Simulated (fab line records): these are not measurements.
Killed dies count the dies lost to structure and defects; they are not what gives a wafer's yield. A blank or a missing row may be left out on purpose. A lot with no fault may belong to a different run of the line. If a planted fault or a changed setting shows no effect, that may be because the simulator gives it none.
Split-lot experiment | flow n5-finfet | 39 wafers read from 7 lots, route of 1938 steps

THE SPLIT ITSELF
At N5_WELL_APT_EPI_41 (deposits Si from SiH4/H2, target thk 50 nm, time 297.7 s), the setting target-thk-a was moved away from the recipe's 500 angstrom on 15 of the 39 wafers read, by -7.8% to +6.6%. The other wafers ran this setting at the recipe's value.

The reading comes from the split's own step.

THE READING
Si_of_WELL_APT_EPI_41.thk-nm (the simulator's own value, which no gauge read), in nm, at N5_WELL_APT_EPI_41 (deposits Si from SiH4/H2, target thk 50 nm, time 297.7 s). The file gives no usual value for it. Across the 24 wafers here that went through the recipe, the average is 50.16 nm and the standard deviation 0.75 nm.

wafer  | tool, chamber at the split | target-thk-a as run, angstrom | against the recipe | Si_of_WELL_APT_EPI_41.thk-nm, nm | against lot-mates on the recipe
L077.1 | epi-rpcvd-01, 0            | 532.9                         | +6.6%              | 53.96                            | +2.66
L077.2 | epi-rpcvd-01, 0            | 532.9                         | +6.6%              | 54.35                            | +3.05
L077.3 | epi-rpcvd-01, 0            | 500                           | recipe             | 51.47                            | -
L077.4 | epi-rpcvd-01, 0            | 500                           | recipe             | 51.54                            | -
L077.5 | epi-rpcvd-01, 0            | 500                           | recipe             | 50.88                            | -
L077.6 | epi-rpcvd-01, 0            | 532.9                         | +6.6%              | 54.62                            | +3.32
L082.1 | epi-rpcvd-01, 0            | 479.8                         | -4.0%              | 48.19                            | -1.69
L082.2 | epi-rpcvd-01, 0            | 479.8                         | -4.0%              | 48.75                            | -1.13
L082.3 | epi-rpcvd-01, 0            | 500                           | recipe             | 49.78                            | -
L082.4 | epi-rpcvd-01, 0            | 479.8                         | -4.0%              | 47.77                            | -2.11
L082.5 | epi-rpcvd-01, 0            | 500                           | recipe             | 50.03                            | -
L082.6 | epi-rpcvd-01, 0            | 500                           | recipe             | 49.84                            | -
L087.1 | epi-rpcvd-02, 0            | 514.6                         | +2.9%              | 51.74                            | +2.44
L087.2 | epi-rpcvd-02, 0            | 500                           | recipe             | 49.07                            | -
L087.3 | epi-rpcvd-02, 0            | 514.6                         | +2.9%              | 50.44                            | +1.14
L087.4 | epi-rpcvd-02, 0            | 500                           | recipe             | 49.67                            | -
L087.5 | epi-rpcvd-02, 0            | 514.6                         | +2.9%              | 50.81                            | +1.51
L087.6 | epi-rpcvd-02, 0            | 500                           | recipe             | 49.15                            | -
L089.1 | epi-rpcvd-02, 0            | 500                           | recipe             | 51.27                            | -
L089.2 | epi-rpcvd-02, 0            | 500                           | recipe             | 51.13                            | -
L089.3 | epi-rpcvd-02, 0            | 473.6                         | -5.3%              | 48.9                             | -2.33
L089.4 | epi-rpcvd-02, 0            | 473.6                         | -5.3%              | 49.26                            | -1.97
L089.5 | epi-rpcvd-02, 0            | 473.6                         | -5.3%              | 48.62                            | -2.61
L089.6 | epi-rpcvd-02, 0            | 500                           | recipe             | 51.28                            | -
L090.1 | epi-rpcvd-02, 0            | 500                           | recipe             | 50.2                             | -
L090.2 | epi-rpcvd-02, 0            | 500                           | recipe             | 50.46                            | -
L090.3 | epi-rpcvd-02, 0            | 461.1                         | -7.8%              | 46.72                            | -3.59
L090.4 | epi-rpcvd-02, 0            | 500                           | recipe             | 50.26                            | -
L090.5 | epi-rpcvd-02, 0            | 461.1                         | -7.8%              | 47.07                            | -3.24
L090.6 | epi-rpcvd-02, 0            | 461.1                         | -7.8%              | 46.46                            | -3.85
L094.1 | epi-rpcvd-01, 0            | 500                           | recipe             | 49.96                            | -
L094.2 | epi-rpcvd-01, 0            | 500                           | recipe             | 49.89                            | -
L094.3 | epi-rpcvd-01, 0            | 500                           | recipe             | 50.12                            | -
L094.4 | epi-rpcvd-01, 0            | 500                           | recipe             | 49.86                            | -
L094.5 | epi-rpcvd-01, 0            | 500                           | recipe             | 50.15                            | -
L094.6 | epi-rpcvd-01, 0            | 500                           | recipe             | 50.28                            | -
L097.1 | epi-rpcvd-04, 0            | 500                           | recipe             | 49.04                            | -
L097.3 | epi-rpcvd-04, 0            | 500                           | recipe             | 49.1                             | -
L097.6 | epi-rpcvd-04, 0            | 500                           | recipe             | 49.43                            | -

FIT RESULTS
A straight line over all 39 wafers: Si_of_WELL_APT_EPI_41.thk-nm changes by +0.458 nm for each +1% of target-thk-a; r = +0.90; the points scatter about the line by 0.8 nm.
The same after taking each lot's own level away (the mean of its wafers on the recipe; 39 wafers): +0.458 nm for each +1%; r = +0.98; scatter 0.3 nm.
On that fit, the largest move of target-thk-a shifts the reading by 3.6 nm.
Across the lots, their own levels run from 49.190 to 51.297 nm, a range of 2.8 times the standard deviation given above.
The two slopes agree, so the slope changes little with the lot-to-lot level.
Check: with one of the wafers moved furthest among these (-7.8%) left out of the fit, the line predicts -3.5 nm for it against its lot-mates. It came out at -3.59 nm against them.

THE FILE'S OWN FIT
Si_of_WELL_APT_EPI_41.thk-nm changes by +0.455 nm for each +1% of target-thk-a, r = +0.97.
